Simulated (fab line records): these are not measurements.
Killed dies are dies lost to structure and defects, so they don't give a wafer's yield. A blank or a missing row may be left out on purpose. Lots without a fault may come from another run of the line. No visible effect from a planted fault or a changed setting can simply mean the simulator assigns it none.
Which tool was responsible?    flow n5Finfet    24 lots with 72 wafers sampled at 6 steps, on a route of 1938 steps

## WHAT THE GAUGES READ, wafer by wafer
N5_PMOS_HMC_CHANNEL_EPI_INSPECT_30: inspects for defects (darkfield). Usual: 19 for rawDefectCount, sd 7.
lot   measured     on                rawDefectCount  flag
L074  day 1 19:49  defectInspect-02  12 19 11        
L075  day 2 02:34  defectInspect-01  18 23 14        
L076  day 2 08:56  defectInspect-02  21 30 22        
L077  day 2 15:19  defectInspect-02  13 19 14        
L078  day 2 19:59  defectInspect-01  10 12 13        
L079  day 3 02:29  defectInspect-01  24 26 14        
L080  day 3 08:44  defectInspect-01  16 13 21        
L081  day 3 15:04  defectInspect-02  27 18 22        
L082  day 3 20:50  defectInspect-02  15 23 13        
L083  day 4 03:38  defectInspect-02  27 21 15        
L084  day 4 08:32  defectInspect-02  32 21 23        
L085  day 4 14:22  defectInspect-01  27 16 24        
L086  day 4 20:44  defectInspect-01  18 12 8         
L087  day 5 02:47  defectInspect-01  16 18 19        
L088  day 5 09:18  defectInspect-02  19 26 37        
L089  day 5 14:28  defectInspect-02  10 12 16        
L090  day 5 20:32  defectInspect-01  18 35 29        
L091  day 6 02:53  defectInspect-02  15 12 16        
L092  day 6 08:25  defectInspect-01  15 16 14        
L093  day 6 14:34  defectInspect-01  14 32 30        
L094  day 6 20:30  defectInspect-02  17 23 20        
L095  day 7 01:59  defectInspect-02  15 19 10        
L096  day 7 09:33  defectInspect-02  21 18 17        
L097  day 7 14:55  defectInspect-01  27 18 11        

N5_FIN_SAQP_CD_MEAS_37 targets a cd of 8 nm. Usual: 8.09 nm for cdNm, sd 0.28.
lot   measured     on        cdNm (nm)       flag
L074  day 2 01:44  cdSem-03  8.10 7.87 8.06  
L075  day 2 08:11  cdSem-03  8.18 7.70 8.15  
L076  day 2 20:31  cdSem-01  7.96 7.69 7.60  
L077  day 2 20:50  cdSem-02  7.98 8.49 8.34  
L078  day 3 02:11  cdSem-03  8.29 8.12 8.50  
L079  day 3 09:34  cdSem-02  7.55 7.94 8.08  
L080  day 3 14:35  cdSem-02  8.27 8.43 8.19  
L081  day 3 20:59  cdSem-03  7.72 8.29 8.22  
L082  day 4 02:32  cdSem-03  7.91 7.80 7.90  
L083  day 4 09:05  cdSem-01  8.65 7.89 7.77  
L084  day 4 15:50  cdSem-03  7.91 8.31 8.18  
L085  day 4 22:37  cdSem-03  8.24 8.02 8.56  
L086  day 5 03:48  cdSem-01  8.14 8.48 7.98  
L087  day 5 08:36  cdSem-01  7.83 8.22 7.75  
L088  day 5 14:59  cdSem-03  7.58 8.33 8.35  
L089  day 5 21:40  cdSem-02  7.87 8.27 7.94  
L090  day 6 03:22  cdSem-01  8.81 8.20 8.53  
L091  day 6 08:53  cdSem-02  8.43 7.66 7.87  
L092  day 6 14:50  cdSem-03  8.59 8.08 8.07  
L093  day 6 22:24  cdSem-03  8.37 8.19 7.85  
L094  day 7 03:03  cdSem-02  8.03 8.06 7.73  
L095  day 7 08:36  cdSem-03  7.92 7.99 7.99  
L096  day 7 15:06  cdSem-02  7.82 7.67 7.98  
L097  day 7 21:45  cdSem-03  8.23 8.54 7.70  

## WHICH TOOL RAN EACH LOT (tool, then ch and the chambers of the sampled wafers, then the start)
lot   N5_FIN_SAQP_PECVD_47            N5_FIN_SAQP_ETCH_65             N5_FIN_SAQP_RECESS_71             N5_FIN_SAQP_FIN_ETCH_36
L074  pecvd-04 ch 0,1,2, day 1 20:36  rieSi-04 ch 0,2,3, day 1 23:53  vaporEtch-01 ch 1, day 2 00:37    rieSi-01 ch 0,1,2, day 2 01:37
L075  pecvd-03 ch 0,1,2, day 2 03:19  rieSi-03 ch 2,3, day 2 06:20    vaporEtch-02 ch 0,1, day 2 07:07  rieSi-03 ch 2,3, day 2 08:04
L076  pecvd-03 ch 0,1, day 2 09:52    rieSi-04 ch 0,1,2, day 2 18:31  vaporEtch-01 ch 0,1, day 2 19:14  rieSi-03 ch 1,2,3, day 2 20:24
L077  pecvd-04 ch 0,1,2, day 2 15:59  rieSi-04 ch 0,1,2, day 2 18:55  vaporEtch-01 ch 0,1, day 2 19:38  rieSi-01 ch 0,1, day 2 20:43
L078  pecvd-01 ch 0,1,2, day 2 20:38  rieSi-04 ch 1,2, day 2 23:57    vaporEtch-01 ch 0,1, day 3 00:58  rieSi-01 ch 0,1,2, day 3 02:04
L079  pecvd-04 ch 0,1,2, day 3 03:48  rieSi-04 ch 0,2,3, day 3 07:33  vaporEtch-01 ch 0,1, day 3 08:17  rieSi-04 ch 0,2,3, day 3 09:26
L080  pecvd-03 ch 0,1, day 3 09:23    rieSi-01 ch 0,1,3, day 3 12:41  vaporEtch-01 ch 0,1, day 3 13:28  rieSi-01 ch 1,2,3, day 3 14:28
L081  pecvd-01 ch 0,2, day 3 15:44    rieSi-03 ch 0,1,2, day 3 19:06  vaporEtch-02 ch 0,1, day 3 19:50  rieSi-01 ch 1,2,3, day 3 20:52
L082  pecvd-04 ch 0,1, day 3 21:31    rieSi-04 ch 0,2,3, day 4 00:38  vaporEtch-02 ch 0,1, day 4 01:22  rieSi-04 ch 0,3, day 4 02:25
L083  pecvd-01 ch 0,1, day 4 04:18    rieSi-01 ch 0,2,3, day 4 07:13  vaporEtch-01 ch 0,1, day 4 07:56  rieSi-01 ch 0,1,3, day 4 08:58
L084  pecvd-04 ch 0,2, day 4 09:12    rieSi-01 ch 0,2,3, day 4 13:47  vaporEtch-01 ch 0, day 4 14:43    rieSi-01 ch 2,3, day 4 15:43
L085  pecvd-01 ch 0,2, day 4 15:02    rieSi-03 ch 1,2,3, day 4 18:07  vaporEtch-01 ch 0,1, day 4 20:13  rieSi-01 ch 2,3, day 4 22:29
L086  pecvd-01 ch 0,2, day 4 22:16    rieSi-01 ch 1,2,3, day 5 01:54  vaporEtch-01 ch 0,1, day 5 02:37  rieSi-01 ch 0,1,2, day 5 03:41
L087  pecvd-04 ch 0,1,2, day 5 03:31  rieSi-01 ch 1,2, day 5 06:45    vaporEtch-02 ch 0,1, day 5 07:31  rieSi-04 ch 0,2,3, day 5 08:28
L088  pecvd-03 ch 0,1,2, day 5 10:00  rieSi-03 ch 0,1,2, day 5 13:04  vaporEtch-02 ch 0,1, day 5 13:48  rieSi-01 ch 0,1,2, day 5 14:52
L089  pecvd-04 ch 0,2, day 5 15:11    rieSi-03 ch 1,2,3, day 5 18:46  vaporEtch-02 ch 0,1, day 5 19:30  rieSi-04 ch 1,2,3, day 5 21:33
L090  pecvd-03 ch 1,2, day 5 22:41    rieSi-01 ch 0,2,3, day 6 01:31  vaporEtch-02 ch 0,1, day 6 02:14  rieSi-03 ch 0,2,3, day 6 03:14
L091  pecvd-03 ch 0,1, day 6 04:07    rieSi-01 ch 1,2, day 6 07:03    vaporEtch-02 ch 0,1, day 6 07:47  rieSi-03 ch 1,2, day 6 08:47
L092  pecvd-04 ch 0,1, day 6 09:07    rieSi-01 ch 1,3, day 6 12:25    vaporEtch-02 ch 0,1, day 6 13:11  rieSi-03 ch 1,2, day 6 14:43
L093  pecvd-01 ch 1,2, day 6 15:16    rieSi-04 ch 1,2, day 6 20:04    vaporEtch-02 ch 0,1, day 6 21:15  rieSi-03 ch 0,1,2, day 6 22:17
L094  pecvd-01 ch 0,2, day 6 21:10    rieSi-03 ch 0,1, day 7 00:37    vaporEtch-02 ch 0,1, day 7 01:35  rieSi-03 ch 0,1, day 7 02:56
L095  pecvd-03 ch 0,1,2, day 7 02:39  rieSi-03 ch 0,1, day 7 05:48    vaporEtch-01 ch 0,1, day 7 06:40  rieSi-03 ch 0,3, day 7 08:29
L096  pecvd-01 ch 0,2, day 7 10:13    rieSi-04 ch 2,3, day 7 13:15    vaporEtch-01 ch 0,1, day 7 14:01  rieSi-04 ch 2,3, day 7 14:59
L097  pecvd-01 ch 0,2, day 7 15:34    rieSi-04 ch 0,2,3, day 7 19:46  vaporEtch-02 ch 0, day 7 20:34    rieSi-04 ch 1,2,3, day 7 21:38
- N5_FIN_SAQP_PECVD_47: deposits a-Si from SiH4/He, target thk 45 nm, time 36.3 s.
- N5_FIN_SAQP_ETCH_65: etches SiO2 in CF4, target depth 4 nm, time 4.4 s.
- N5_FIN_SAQP_RECESS_71: chemistry HF/NH3, target SiO2, target depth 3 nm, afs cycles 1, sublimation time 60 s.
- N5_FIN_SAQP_FIN_ETCH_36: etches the open film in HBr/Cl2/O2, target depth 120 nm, time 50.4 s.

## WHAT THE TOOLS THEMSELVES READ (means of the sampled wafers that have a number; where no wafer has one, the mark that the record gives instead)
N5_FIN_SAQP_PECVD_47. Usual: heaterPowerW 893 W, standard deviation 120; showerheadPlenumPTorr 5.68 Torr, standard deviation 0.052; susceptorTempC 400.02 C, standard deviation 0.23; throttleValvePct 18.4 %, standard deviation 1.1.
lot   tool      heaterPowerW (W)  showerheadPlenumPTorr (Torr)  susceptorTempC (C)  throttleValvePct (%)  flag
L074  pecvd-04  921               5.64                          400.08              18.0                  
L075  pecvd-03  791               5.70                          399.89              17.9                  
L076  pecvd-03  750               5.72                          400.13              18.2                  
L077  pecvd-04  912               5.64                          399.81              18.0                  
L078  pecvd-01  926               5.71                          399.93              18.9                  
L079  pecvd-04  935               5.64                          400.03              18.0                  
L080  pecvd-03  774               5.72                          400.06              18.3                  
L081  pecvd-01  850               5.72                          399.86              18.6                  
L082  pecvd-04  850               5.67                          399.94              19.2                  
L083  pecvd-01  1025              5.70                          400.18              19.7                  
L084  pecvd-04  966               5.59                          400.20              17.3                  
L085  pecvd-01  942               5.71                          400.30              18.7                  
L086  pecvd-01  840               5.71                          399.81              18.7                  
L087  pecvd-04  921               5.64                          400.25              18.0                  
L088  pecvd-03  803               5.70                          399.96              18.1                  
L089  pecvd-04  891               5.59                          399.89              17.2                  
L090  pecvd-03  697               5.69                          400.23              18.0                  
L091  pecvd-03  720               5.73                          400.05              18.3                  
L092  pecvd-04  966               5.63                          400.08              18.4                  
L093  pecvd-01  1005              5.67                          399.84              18.4                  
L094  pecvd-01  953               5.71                          400.33              18.6                  
L095  pecvd-03  781               5.72                          399.92              18.2                  
L096  pecvd-01  934               5.68                          399.93              18.0                  
L097  pecvd-01  915               5.68                          399.88              18.2                  

N5_FIN_SAQP_ETCH_65. Usual: drypumpMotorCurrentA 5.7 A, standard deviation 0.52; oesProductAu 1.003 a.u., standard deviation 0.026; throttleValvePct 21.7 %, standard deviation 0.46.
lot   tool      drypumpMotorCurrentA (A)  oesProductAu (a.u.)  throttleValvePct (%)  flag
L074  rieSi-04  5.8                       1.020                21.8                  
L075  rieSi-03  5.9                       0.992                22.0                  
L076  rieSi-04  5.6                       1.038                21.6                  
L077  rieSi-04  5.7                       1.029                21.6                  
L078  rieSi-04  6.1                       1.033                21.5                  
L079  rieSi-04  5.8                       1.031                21.8                  
L080  rieSi-01  5.3                       0.984                21.9                  
L081  rieSi-03  5.6                       0.995                21.5                  
L082  rieSi-04  5.7                       1.032                21.8                  
L083  rieSi-01  5.9                       0.983                21.7                  
L084  rieSi-01  5.9                       0.987                21.7                  
L085  rieSi-03  5.8                       0.980                21.7                  
L086  rieSi-01  5.5                       0.981                21.7                  
L087  rieSi-01  5.8                       0.990                21.2                  
L088  rieSi-03  5.6                       1.002                21.5                  
L089  rieSi-03  5.8                       0.984                21.7                  
L090  rieSi-01  5.9                       0.992                21.7                  
L091  rieSi-01  5.8                       0.996                21.2                  
L092  rieSi-01  5.3                       0.977                22.1                  
L093  rieSi-04  6.1                       1.023                21.5                  
L094  rieSi-03  5.5                       1.012                21.3                  
L095  rieSi-03  5.5                       1.013                21.3                  
L096  rieSi-04  5.9                       1.020                21.9                  
L097  rieSi-04  5.7                       1.024                21.8                  

N5_FIN_SAQP_RECESS_71. Usual: 5.8 A for drypumpMotorCurrentA, sd 0.62.
lot   tool          drypumpMotorCurrentA (A)  flag
L074  vaporEtch-01  6.5                       
L075  vaporEtch-02  5.4                       
L076  vaporEtch-01  6.3                       
L077  vaporEtch-01  6.2                       
L078  vaporEtch-01  6.3                       
L079  vaporEtch-01  6.3                       
L080  vaporEtch-01  6.4                       
L081  vaporEtch-02  5.4                       
L082  vaporEtch-02  5.4                       
L083  vaporEtch-01  6.3                       
L084  vaporEtch-01  6.0                       
L085  vaporEtch-01  6.3                       
L086  vaporEtch-01  6.3                       
L087  vaporEtch-02  5.1                       
L088  vaporEtch-02  5.1                       
L089  vaporEtch-02  5.5                       
L090  vaporEtch-02  5.1                       
L091  vaporEtch-02  5.1                       
L092  vaporEtch-02  5.4                       
L093  vaporEtch-02  5.4                       
L094  vaporEtch-02  5.1                       
L095  vaporEtch-01  6.2                       
L096  vaporEtch-01  6.3                       
L097  vaporEtch-02  5.7                       

N5_FIN_SAQP_FIN_ETCH_36. Usual: drypumpMotorCurrentA 5.7 A, standard deviation 0.5; oesProductAu 1.001 a.u., standard deviation 0.021; throttleValvePct 36.1 %, standard deviation 0.57.
lot   tool      drypumpMotorCurrentA (A)  oesProductAu (a.u.)  throttleValvePct (%)  flag
L074  rieSi-01  5.6                       0.997                35.7                  
L075  rieSi-03  6.1                       0.996                36.6                  
L076  rieSi-03  5.8                       0.992                36.2                  
L077  rieSi-01  5.3                       0.990                36.0                  
L078  rieSi-01  5.5                       0.988                35.7                  
L079  rieSi-04  5.7                       1.012                36.4                  
L080  rieSi-01  5.5                       0.990                36.0                  
L081  rieSi-01  5.5                       0.995                36.0                  
L082  rieSi-04  5.5                       1.017                36.6                  
L083  rieSi-01  5.3                       0.982                36.3                  
L084  rieSi-01  6.1                       1.004                35.6                  
L085  rieSi-01  5.9                       0.991                36.2                  
L086  rieSi-01  5.6                       0.995                35.7                  
L087  rieSi-04  5.8                       1.024                36.4                  
L088  rieSi-01  5.5                       1.000                35.7                  
L089  rieSi-04  5.9                       1.018                36.2                  
L090  rieSi-03  5.8                       1.008                36.2                  
L091  rieSi-03  5.6                       0.979                35.8                  
L092  rieSi-03  5.6                       0.991                35.8                  
L093  rieSi-03  5.6                       0.999                35.8                  
L094  rieSi-03  5.5                       1.003                35.5                  
L095  rieSi-03  5.8                       1.019                35.8                  
L096  rieSi-04  6.2                       1.019                36.3                  
L097  rieSi-04  5.9                       1.019                36.2                  

## THE ANSWER, worked out from the rows above alone
Rule: lot off if the mean of its wafers having a number is beyond 3 standard deviations from the usual mean. A lot without any number at a reading at which 4 lots or more have one is off too. The other lots that the step has rows for count as sound. The gauges are gone through in route order, then the tools' own readings, and for those a lot's mean is taken as printed above. The first step at which some lot is off is used, and at that step the reading that is off furthest; a lot without a number counts as furthest.
No lot is off on any of the readings shown, so nothing can be concluded from this.

## WHAT THE SIMULATOR PUT IN
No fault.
